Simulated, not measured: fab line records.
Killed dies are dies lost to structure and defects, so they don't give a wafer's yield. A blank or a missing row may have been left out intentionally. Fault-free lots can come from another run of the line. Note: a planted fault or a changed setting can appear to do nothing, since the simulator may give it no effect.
Which of the tools did it?    flow nand harc    72 wafers from 24 lots sampled at 6 of the route's 1302 steps

== WHAT THE GAUGES READ, wafer by wafer ==
Not one reading of a measure or inspect step in the record can be checked against a usual standard deviation.

== EACH LOT AND THE TOOL THAT RAN IT (in order: tool; ch and the chambers of the sampled wafers; start) ==
lot   NHARC_A_CONTACT_ETCH_111              NHARC_A_CONTACT_ETCH_78                        NHARC_A_CONTACT_ETCH_124              NHARC_A_CONTACT_ETCH_125              NHARC_A_CONTACT_ETCH_129              NHARC_A_CONTACT_ETCH_106
L074  har cap etch-01 ch 0,1, day 21 16:29  rie diel-02 ch 0,1, day 22 03:13 or earlier    har cap etch-02 ch 0, day 22 03:13    har cap etch-02 ch 0, day 22 03:25    har cap etch-02 ch 0, day 22 04:07    rie diel-02 ch 0,1,2, day 22 06:10
L077  har cap etch-03 ch 0,1, day 22 11:04  rie diel-11 ch 0,2,3, day 22 21:01 or earlier  har cap etch-02 ch 0, day 22 21:01    har cap etch-02 ch 0, day 22 21:12    har cap etch-02 ch 0, day 22 21:55    rie diel-04 ch 0,3, day 22 23:53
L076  har cap etch-01 ch 0,1, day 22 12:57  rie diel-02 ch 0,2,3, day 22 23:38 or earlier  har cap etch-01 ch 0,1, day 22 23:38  har cap etch-01 ch 0,1, day 22 23:55  har cap etch-01 ch 0,1, day 23 00:51  rie diel-02 ch 0,1,2, day 23 03:06
L075  har cap etch-03 ch 0, day 22 17:04    rie diel-02 ch 0,1, day 23 03:07 or earlier    har cap etch-02 ch 0,1, day 23 03:07  har cap etch-02 ch 0,1, day 23 03:19  har cap etch-02 ch 0,1, day 23 04:01  rie diel-02 ch 0,2,3, day 23 06:13
L078  har cap etch-03 ch 0, day 23 01:26    rie diel-02 ch 1,2,3, day 23 11:54 or earlier  har cap etch-01 ch 0,1, day 23 11:54  har cap etch-01 ch 0,1, day 23 12:07  har cap etch-01 ch 0,1, day 23 12:49  rie diel-02 ch 0,1, day 23 14:49
L080  har cap etch-02 ch 0,1, day 24 00:48  rie diel-02 ch 0,1,3, day 24 12:46 or earlier  har cap etch-01 ch 0,1, day 24 12:46  har cap etch-01 ch 0,1, day 24 12:57  har cap etch-01 ch 0,1, day 24 13:39  rie diel-02 ch 0,1,2, day 24 15:37
L079  har cap etch-03 ch 0,1, day 24 13:47  rie diel-11 ch 1,2,3, day 25 03:26 or earlier  har cap etch-01 ch 0,1, day 25 03:26  har cap etch-01 ch 0,1, day 25 03:38  har cap etch-01 ch 0,1, day 25 04:28  rie diel-04 ch 1, day 25 06:58
L082  har cap etch-02 ch 0,1, day 24 20:47  rie diel-02 ch 0,2, day 25 09:15 or earlier    har cap etch-03 ch 0,1, day 25 09:15  har cap etch-03 ch 0,1, day 25 09:27  har cap etch-03 ch 0,1, day 25 10:09  rie diel-04 ch 0,1, day 25 13:04
L081  har cap etch-03 ch 0,1, day 25 02:31  rie diel-02 ch 1,2, day 25 13:14 or earlier    har cap etch-02 ch 0,1, day 25 13:14  har cap etch-02 ch 0,1, day 25 13:26  har cap etch-02 ch 0,1, day 25 14:08  rie diel-02 ch 0,1, day 25 16:08
L083  har cap etch-02 ch 0,1, day 25 08:31  rie diel-02 ch 0,3, day 25 18:50 or earlier    har cap etch-03 ch 0,1, day 25 18:50  har cap etch-03 ch 0,1, day 25 19:02  har cap etch-03 ch 0,1, day 25 19:44  rie diel-11 ch 2,3, day 25 21:42
L085  har cap etch-01 ch 0,1, day 25 19:08  rie diel-02 ch 0,3, day 26 06:45 or earlier    har cap etch-03 ch 0,1, day 26 06:45  har cap etch-03 ch 0,1, day 26 07:01  har cap etch-03 ch 0,1, day 26 07:57  rie diel-04 ch 1,3, day 26 10:17
L084  har cap etch-02 ch 0,1, day 25 19:47  rie diel-04 ch 2,3, day 26 08:22 or earlier    har cap etch-02 ch 0,1, day 26 08:22  har cap etch-02 ch 0,1, day 26 08:34  har cap etch-02 ch 0,1, day 26 09:16  rie diel-04 ch 1,2,3, day 26 11:14
L086  har cap etch-03 ch 0,1, day 26 00:37  rie diel-02 ch 2,3, day 26 11:33 or earlier    har cap etch-01 ch 0,1, day 26 11:33  har cap etch-01 ch 0,1, day 26 11:45  har cap etch-01 ch 0,1, day 26 12:27  rie diel-04 ch 0,2,3, day 26 14:28
L087  har cap etch-01 ch 0,1, day 26 05:05  rie diel-02 ch 0,1,2, day 26 18:45 or earlier  har cap etch-03 ch 0,1, day 26 18:45  har cap etch-03 ch 0,1, day 26 18:56  har cap etch-03 ch 0,1, day 26 19:38  rie diel-02 ch 1,2,3, day 26 21:39
L088  har cap etch-01 ch 0,1, day 27 03:34  rie diel-02 ch 0,2,3, day 27 13:29 or earlier  har cap etch-02 ch 0,1, day 27 13:29  har cap etch-02 ch 0,1, day 27 13:40  har cap etch-02 ch 0,1, day 27 14:23  rie diel-02 ch 0,1,3, day 27 16:20
L090  har cap etch-01 ch 0,1, day 28 04:52  rie diel-11 ch 2,3, day 28 16:01 or earlier    har cap etch-03 ch 0,1, day 28 16:01  har cap etch-03 ch 0,1, day 28 16:13  har cap etch-03 ch 0,1, day 28 16:55  rie diel-02 ch 0,1,3, day 28 18:55
L089  har cap etch-02 ch 0,1, day 28 05:05  rie diel-02 ch 0,3, day 28 16:35 or earlier    har cap etch-01 ch 0,1, day 28 16:35  har cap etch-01 ch 0,1, day 28 16:51  har cap etch-01 ch 0,1, day 28 17:47  rie diel-02 ch 0,1,3, day 28 20:08
L092  har cap etch-01 ch 0,1, day 29 01:23  rie diel-02 ch 2,3, day 29 11:47 or earlier    har cap etch-03 ch 0,1, day 29 11:47  har cap etch-03 ch 0,1, day 29 11:59  har cap etch-03 ch 0,1, day 29 12:41  rie diel-02 ch 1,2, day 29 14:43
L091  har cap etch-02 ch 0,1, day 29 02:14  rie diel-11 ch 0,2,3, day 29 14:34 or earlier  har cap etch-01 ch 0, day 29 14:34    har cap etch-01 ch 0, day 29 14:49    har cap etch-01 ch 0, day 29 15:46    rie diel-11 ch 1,2,3, day 29 18:43
L093  har cap etch-02 ch 0,1, day 29 18:25  rie diel-02 ch 0,2,3, day 30 04:35 or earlier  har cap etch-02 ch 0,1, day 30 04:35  har cap etch-02 ch 0,1, day 30 04:52  har cap etch-02 ch 0,1, day 30 05:48  rie diel-02 ch 0,1,3, day 30 08:11
L095  har cap etch-01 ch 0,1, day 30 20:38  rie diel-04 ch 0,1,2, day 31 09:34 or earlier  har cap etch-01 ch 0,1, day 31 09:34  har cap etch-01 ch 0,1, day 31 09:45  har cap etch-01 ch 0,1, day 31 10:28  rie diel-02 ch 0,1,2, day 31 12:28
L097  har cap etch-02 ch 0,1, day 31 04:48  rie diel-02 ch 2,3, day 31 16:28 or earlier    har cap etch-03 ch 0,1, day 31 16:28  har cap etch-03 ch 0,1, day 31 16:40  har cap etch-03 ch 0,1, day 31 17:22  rie diel-04 ch 1,2, day 31 19:22
L094  har cap etch-03 ch 0,1, day 31 05:07  rie diel-04 ch 0,1,3, day 31 17:22 or earlier  har cap etch-01 ch 0,1, day 31 17:22  har cap etch-01 ch 0,1, day 31 17:34  har cap etch-01 ch 0,1, day 31 18:16  rie diel-11 ch 1,2,3, day 31 20:16
L096  har cap etch-02 ch 0,1, day 31 11:52  rie diel-02 ch 0,1,3, day 31 23:19 or earlier  har cap etch-03 ch 0,1, day 31 23:19  har cap etch-03 ch 0,1, day 31 23:34  har cap etch-03 ch 0,1, day 32 00:31  rie diel-02 ch 0,1,3, day 32 02:55
- NHARC_A_CONTACT_ETCH_111: etches the open film in C4F8/O2/Ar, time 140 s, target depth 700 nm.
- NHARC_A_CONTACT_ETCH_78: etches the open film in O2/COS, target depth 5300 nm, time 1378 s.
- NHARC_A_CONTACT_ETCH_124: etches the open film in C4F8/O2/Ar, time 140 s, target depth 700 nm.
- NHARC_A_CONTACT_ETCH_125: etches the open film in C4F8/O2/Ar, time 197 s, target depth 1918 nm.
- NHARC_A_CONTACT_ETCH_129: etches the open film in C4F8/O2/Ar, time 197 s, target depth 1918 nm.
- NHARC_A_CONTACT_ETCH_106: etches the open film in CF4/O2, target depth 90 nm, overetch 9 nm, time 49.5 s.

== AS READ BY THE TOOLS THEMSELVES (means over the sampled wafers that have a number; for cases with no such wafer, the mark the record gives instead) ==
NHARC_A_CONTACT_ETCH_78.
lot   tool         bias w (W)  drypump motor current A (A)  oes product au (a.u.)  rf vpp V (V)  showerhead plenum p Torr (Torr)  throttle valve pct (%)
L074  rie diel-02  299.9       5.2                          1.003                  315.2         3.22                             28.327
L077  rie diel-11  300.3       5.6                          0.997                  317.4         3.31                             28.330
L076  rie diel-02  300.6       5.7                          0.999                  314.6         3.13                             28.331
L075  rie diel-02  300.1       5.2                          1.011                  315.3         3.22                             28.329
L078  rie diel-02  300.5       5.5                          1.001                  314.6         3.12                             28.326
L080  rie diel-02  299.0       5.6                          1.009                  315.8         3.22                             28.321
L079  rie diel-11  299.7       5.6                          0.997                  314.9         3.18                             28.338
L082  rie diel-02  300.5       5.6                          1.005                  315.2         3.12                             28.336
L081  rie diel-02  299.7       5.2                          1.008                  312.8         3.01                             28.330
L083  rie diel-02  300.3       5.8                          1.007                  315.4         3.22                             28.335
L085  rie diel-02  300.9       5.8                          0.993                  315.1         3.22                             28.327
L084  rie diel-04  301.1       5.2                          0.992                  313.7         3.07                             28.339
L086  rie diel-02  300.0       5.6                          1.001                  312.8         3.01                             28.330
L087  rie diel-02  300.2       5.3                          1.003                  313.1         3.11                             28.318
L088  rie diel-02  300.8       5.7                          0.998                  313.6         3.12                             28.321
L090  rie diel-11  299.2       5.4                          0.997                  315.7         3.27                             28.336
L089  rie diel-02  301.3       5.8                          1.006                  316.4         3.22                             28.331
L092  rie diel-02  300.9       5.8                          0.993                  315.0         3.12                             28.329
L091  rie diel-11  299.5       5.6                          1.001                  316.5         3.29                             28.328
L093  rie diel-02  300.9       5.7                          0.994                  314.1         3.11                             28.331
L095  rie diel-04  300.5       5.5                          1.012                  315.9         3.21                             28.334
L097  rie diel-02  300.1       5.6                          0.991                  312.8         3.00                             28.340
L094  rie diel-04  300.3       5.5                          1.006                  313.0         3.06                             28.333
L096  rie diel-02  300.0       5.6                          0.993                  315.0         3.21                             28.327

NHARC_A_CONTACT_ETCH_106.
lot   tool         bias w (W)  drypump motor current A (A)  oes_ar_750_au (a.u.)  oes_o_777_au (a.u.)  oes product au (a.u.)  rf vpp V (V)  showerhead plenum p Torr (Torr)  throttle valve pct (%)
L074  rie diel-02  100.1       5.3                          1.005                 0.997                1.002                  198.1         1.33                             13.386
L077  rie diel-04  100.1       5.6                          1.000                 1.001                0.993                  197.0         1.28                             13.402
L076  rie diel-02  100.3       5.3                          0.999                 1.002                0.998                  197.6         1.33                             13.399
L075  rie diel-02  100.0       5.7                          1.001                 1.001                0.995                  197.9         1.34                             13.397
L078  rie diel-02  100.0       5.5                          1.003                 1.004                1.007                  198.6         1.38                             13.394
L080  rie diel-02  99.9        5.3                          1.000                 0.998                1.004                  197.9         1.33                             13.393
L079  rie diel-04  99.5        5.0                          0.996                 0.998                1.012                  198.1         1.37                             13.390
L082  rie diel-04  100.2       5.4                          1.002                 1.000                1.006                  198.0         1.36                             13.397
L081  rie diel-02  99.8        5.5                          1.000                 0.998                0.999                  198.5         1.38                             13.394
L083  rie diel-11  99.9        5.4                          1.002                 0.999                0.993                  198.9         1.41                             13.397
L085  rie diel-04  99.6        5.1                          0.997                 0.999                0.995                  196.4         1.29                             13.391
L084  rie diel-04  99.9        5.2                          1.000                 0.998                0.986                  197.9         1.35                             13.397
L086  rie diel-04  99.9        5.5                          0.993                 1.004                0.987                  198.5         1.34                             13.397
L087  rie diel-02  99.9        5.4                          1.001                 0.999                1.008                  198.7         1.33                             13.393
L088  rie diel-02  100.1       5.6                          1.002                 1.003                1.002                  197.9         1.38                             13.382
L090  rie diel-02  100.3       5.6                          0.996                 0.998                1.001                  198.4         1.38                             13.400
L089  rie diel-02  99.8        5.6                          1.001                 1.005                1.009                  199.1         1.38                             13.400
L092  rie diel-02  99.7        5.1                          0.997                 1.001                1.000                  197.8         1.33                             13.404
L091  rie diel-11  100.0       5.6                          1.004                 1.000                0.997                  197.2         1.35                             13.392
L093  rie diel-02  99.8        5.6                          1.002                 0.998                1.000                  198.5         1.37                             13.397
L095  rie diel-02  100.0       5.3                          1.003                 1.003                0.999                  197.5         1.32                             13.394
L097  rie diel-04  100.1       5.2                          0.999                 1.003                0.994                  199.3         1.41                             13.390
L094  rie diel-11  100.1       5.6                          1.002                 1.000                1.004                  198.7         1.35                             13.392
L096  rie diel-02  99.9        5.6                          0.998                 0.999                0.995                  198.2         1.37                             13.398

== THE ANSWER, worked out from the rows above alone ==
Rule: what is usual is taken from the lots themselves. The widest of any qualifying gaps counts: lots, ordered by their means at a reading, are off when they make up no more than a third of the lots, leave a main group of 4 or more, and stand apart from it by 3 or more times the standard deviation of that group's means. The tables above print the reading to a certain number of digits; a main group whose means all agree to those digits is not used. A lot without any number at a reading at which 4 lots or more have one is off too. All remaining lots with rows at the step are treated as sound. After the gauges, taken in route order, come the tools' own readings; for these a lot's mean is taken, as printed above. The first step at which some lot is off is used, and at that step the reading that is off furthest; a lot without a number counts as furthest.
Across all readings shown, no lot is off: no conclusion can be drawn from this.

== WHAT THE SIMULATOR PUT IN ==
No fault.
